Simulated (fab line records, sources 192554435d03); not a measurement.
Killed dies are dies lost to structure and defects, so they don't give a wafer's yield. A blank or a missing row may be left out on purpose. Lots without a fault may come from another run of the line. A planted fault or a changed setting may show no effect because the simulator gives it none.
A struck lot beside a sound one | flow n5_finfet | 6 steps out of a route of 1938
Sound: wafers L819.4, L819.5, L819.6. Struck: wafer L834.1. (L834.4 of the same lot was not struck and is left out.) The cause comes at the end.
At each step with rows: each side's tool, then ch and its chambers, then its first start. Under that, the readings that differ: sound wafers | struck wafers | difference of the means | sigmas: that difference in standard deviations of wafers without a fault.
alike: readings whose means differ by less than 2 such deviations, and words and numbers that are the same on both sides. not compared: withheld readings, readings that some wafer has no value for, bounds like >300 that may hide the same value, and numbers for which the record gives no deviation and whose values overlap.
The two part at a step that has a row with sigmas, a row that says differs or no value, or rows on one side only. Numbers that don't overlap but have no deviation are shown without sigmas and don't part them. A reading that every wafer of one side lacks parts them only if that side has two wafers or more.

N5_START_INSPECT_01: inspects for defects (unpatterned scan).
  sound on defect_inspect-01, day 1 12:02; struck on defect_inspect-02, day 5 06:02
  alike: raw_defect_count
then, 2 steps without rows for these wafers: N5_ZERO_LAYER_PRECLEAN_00 (cleans in SPM, time 600 s); N5_ZERO_LAYER_SRD_01 (time 30 s, dry time 30 s).
N5_ZERO_LAYER_PECVD_02: deposits SiO2 from SiH4/N2O, target thk 10 nm, time 6 s.
  sound on pecvd-02 ch 0,1,2, day 1 12:19; struck on pecvd-02 ch 0, day 5 06:17
  reading                                       | sound             | struck | difference | sigmas
  model.SiO2_of_ZERO_LAYER_PECVD_02.thk_nm (nm) | 9.948 9.949 9.945 | 15.83  | +5.88      |
  alike: heater_power_w, showerhead_plenum_p_Torr
then, 2 steps without rows for these wafers: N5_ZERO_LAYER_HMDS_04 (time 60 s); N5_PASSIVATION_PROBE_49.

WHERE THEY PART
Nowhere in this record.

WHY: what the simulator had put in
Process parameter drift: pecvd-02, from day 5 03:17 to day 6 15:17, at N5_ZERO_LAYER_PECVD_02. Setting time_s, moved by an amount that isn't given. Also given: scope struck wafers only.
